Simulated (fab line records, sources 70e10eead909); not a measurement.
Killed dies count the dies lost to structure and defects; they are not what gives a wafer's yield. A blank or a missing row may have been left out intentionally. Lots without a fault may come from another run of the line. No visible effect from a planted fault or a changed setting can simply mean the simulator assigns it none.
Matching of chambers + flow nand harc + rie diel-10 running NHARC_A_SGD_CUT_ETCHBACK_24: 4 sister chambers
The step etches the open film in CH3F/O2, target depth 50 nm, time 92.857 s. 8 wafers are shown with their chamber, then 8 later ones without.

== EACH WAFER AND ITS CHAMBER ==
| wafer  | chamber | showerhead plenum p Torr (Torr) | drypump motor current A (A) |
|--------|---------|---------------------------------|-----------------------------|
| L076.6 | 0       | 2.52                            | 5.31                        |
| L077.1 | 0       | 2.52                            | 5.28                        |
| L078.5 | 1       | 2.35                            | 5.09                        |
| L078.6 | 2       | 2.42                            | 5.56                        |
| L085.2 | 3       | 2.38                            | 5.74                        |
| L085.3 | 1       | 2.35                            | 5.08                        |
| L085.6 | 3       | 2.38                            | 5.74                        |
| L086.1 | 2       | 2.41                            | 5.59                        |

== WAFERS WITHOUT THEIR CHAMBER ==
| wafer  | showerhead plenum p Torr (Torr) | drypump motor current A (A) |
|--------|---------------------------------|-----------------------------|
| L086.4 | 2.35                            | 5.08                        |
| L086.6 | 2.41                            | 5.56                        |
| L088.4 | 2.35                            | 5.07                        |
| L088.5 | 2.41                            | 5.56                        |
| L088.6 | 2.38                            | 5.75                        |
| L090.3 | 2.35                            | 5.09                        |
| L090.4 | 2.51                            | 5.30                        |
| L090.5 | 2.51                            | 5.27                        |

== EACH ONE'S CHAMBER ==
| wafer  | from the rows above | in truth |
|--------|---------------------|----------|
| L086.4 | 1                   | 1        |
| L086.6 | 2                   | 2        |
| L088.4 | 1                   | 1        |
| L088.5 | 2                   | 2        |
| L088.6 | 3                   | 3        |
| L090.3 | 1                   | 1        |
| L090.4 | 0                   | 0        |
| L090.5 | 0                   | 0        |
8 of 8 placed correctly. Not placeable from these rows: 0. Wrongly placed: 0.
How it was worked out, from the rows above alone: a wafer's distance from a chamber is the root of the sum, over the readings, of the square of ((its reading less the chamber's mean) divided by the reading's scatter). If the next closest chamber is less than 2 further off than the closest, the wafer can't be placed; otherwise it belongs to the closest. For every chamber, the mean is computed from those of its wafers that are shown. How the scatter is found: for the shown wafers, subtract from each reading the mean of its chamber, square and add these, divide the total by (wafers less chambers), then take the root.
